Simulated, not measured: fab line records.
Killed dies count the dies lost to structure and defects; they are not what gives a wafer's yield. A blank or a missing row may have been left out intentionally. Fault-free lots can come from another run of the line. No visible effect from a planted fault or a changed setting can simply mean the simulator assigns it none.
Matching of chambers + flow n5 finfet + N5_BEOL_M2_CO_CAP_55 on cvd co-01: 3 sister chambers
The step material Co, precursor CCTBA/H2, target thk 2 nm, time 102.1 s. 33 wafers are shown with their chamber, then 12 later ones without.

EACH WAFER AND ITS CHAMBER
| wafer  | chamber | heater power w (W) |
|--------|---------|--------------------|
| L075.1 | 0       | 270                |
| L075.3 | 1       | 245                |
| L075.5 | 1       | 253                |
| L078.1 | 2       | 246                |
| L078.2 | 1       | 244                |
| L078.6 | 1       | 243                |
| L080.1 | 2       | 248                |
| L080.2 | 0       | 279                |
| L080.6 | 0       | 274                |
| L081.2 | 1       | 250                |
| L081.3 | 0       | 273                |
| L081.5 | 2       | 250                |
| L082.2 | 0       | 279                |
| L082.5 | 1       | 238                |
| L082.6 | 0       | 270                |
| L083.1 | 2       | 249                |
| L083.2 | 1       | 238                |
| L083.3 | 0       | 273                |
| L084.1 | 0       | 274                |
| L084.2 | 2       | 245                |
| L084.3 | 1       | 251                |
| L084.4 | 1       | 252                |
| L084.5 | 0       | 272                |
| L084.6 | 2       | 246                |
| L085.1 | 0       | 277                |
| L085.2 | 1       | 253                |
| L085.6 | 0       | 283                |
| L087.1 | 2       | 252                |
| L087.3 | 1       | 245                |
| L087.5 | 0       | 275                |
| L092.1 | 1       | 238                |
| L092.4 | 0       | 276                |
| L092.5 | 1       | 247                |

SIGNATURES (means of the wafers above)
| reading        | chamber 0 | chamber 1 | chamber 2 | scatter within a chamber |
|----------------|-----------|-----------|-----------|--------------------------|
| heater power w | 275.00    | 245.92    | 248.00    | 4.44                     |
Rule: distance of a wafer from a chamber = root of the sum over the readings of ((wafer's reading minus chamber's mean) / reading's scatter) squared. If the next closest chamber is less than 2 further off than the closest, the wafer can't be placed; otherwise it belongs to the closest. The scatter: take each reading less its chamber's mean, square it, sum over the shown wafers, divide by the number of wafers less the number of chambers, and take the root.

WAFERS WITH NO CHAMBER GIVEN
| wafer  | heater power w (W) |
|--------|--------------------|
| L091.1 | 253                |
| L091.3 | 242                |
| L091.4 | 248                |
| L093.1 | 287                |
| L093.4 | 250                |
| L093.5 | 245                |
| L094.1 | 243                |
| L094.2 | 283                |
| L094.3 | 251                |
| L094.4 | 277                |
| L094.5 | 249                |
| L094.6 | 243                |

WHICH CHAMBER EACH WENT THROUGH
| wafer  | from the rows above     | in truth |
|--------|-------------------------|----------|
| L091.1 | can't be placed: 2 or 1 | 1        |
| L091.3 | can't be placed: 1 or 2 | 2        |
| L091.4 | can't be placed: 2 or 1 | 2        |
| L093.1 | 0                       | 0        |
| L093.4 | can't be placed: 2 or 1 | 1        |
| L093.5 | can't be placed: 1 or 2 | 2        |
| L094.1 | can't be placed: 1 or 2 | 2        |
| L094.2 | 0                       | 0        |
| L094.3 | can't be placed: 2 or 1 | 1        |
| L094.4 | 0                       | 0        |
| L094.5 | can't be placed: 2 or 1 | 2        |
| L094.6 | can't be placed: 1 or 2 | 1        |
Placed correctly: 3 of 12. Unplaceable from these rows: 9, with the true chamber sitting among the candidates in 9. Wrongly placed: 0.
